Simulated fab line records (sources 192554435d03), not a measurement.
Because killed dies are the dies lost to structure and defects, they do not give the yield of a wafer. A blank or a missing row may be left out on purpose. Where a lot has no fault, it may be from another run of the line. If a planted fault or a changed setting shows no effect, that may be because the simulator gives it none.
Which of the tools did it? -- flow n5 finfet -- 12 lots, 36 wafers sampled, at 1 step of a route of 1938

== WHAT THE GAUGES SHOWED, per wafer ==
N5_BEOL_M14_CD_MEAS_28: target cd 284.4 nm.
lot,measured,on,cd nm (nm)
L075,day 11 10:52,cd sem-03,283.1 282.7 286.9
L077,day 12 05:05,cd sem-01,285.7 283.8 281.8
L079,day 12 18:14,cd sem-01,286.5 283.9 286.1
L081,day 13 06:02,cd sem-03,282.8 283.8 288.5
L082,day 14 07:59,cd sem-02,280.5 281.6 284.5
L084,day 15 08:16,cd sem-01,284.8 283.8 283.1
L089,day 15 09:53,cd sem-02,285.1 284.6 283.7
L087,day 15 10:29,cd sem-02,289.1 288.2 282.5
L092,day 16 09:10,cd sem-02,282.5 287.0 283.6
L093,day 16 12:58,cd sem-03,287.0 285.5 281.7
L095,day 17 07:35,cd sem-03,282.5 285.0 282.2
L096,day 17 17:31,cd sem-03,282.1 282.1 282.2

== WHICH TOOL RAN EACH LOT (tool, then ch and the chambers of the sampled wafers, then the start) ==
The record shows no process step preceding these readings.

== THE ANSWER, worked out from the rows above alone ==
Rule: what is usual is taken from the lots themselves. The widest of any qualifying gaps counts: lots, ordered by their means at a reading, are off when they make up no more than a third of the lots, leave a main group of 4 or more, and stand apart from it by 3 or more times the standard deviation of that group's means. Not used: any main group whose means are identical at the precision the tables above print for the reading. Also off: a lot with no number at a reading for which 4 or more lots have one. The other lots that the step has rows for count as sound.
None of the lots is off at any reading shown; this tells nothing.

== WHAT THE SIMULATOR HAD PUT IN ==
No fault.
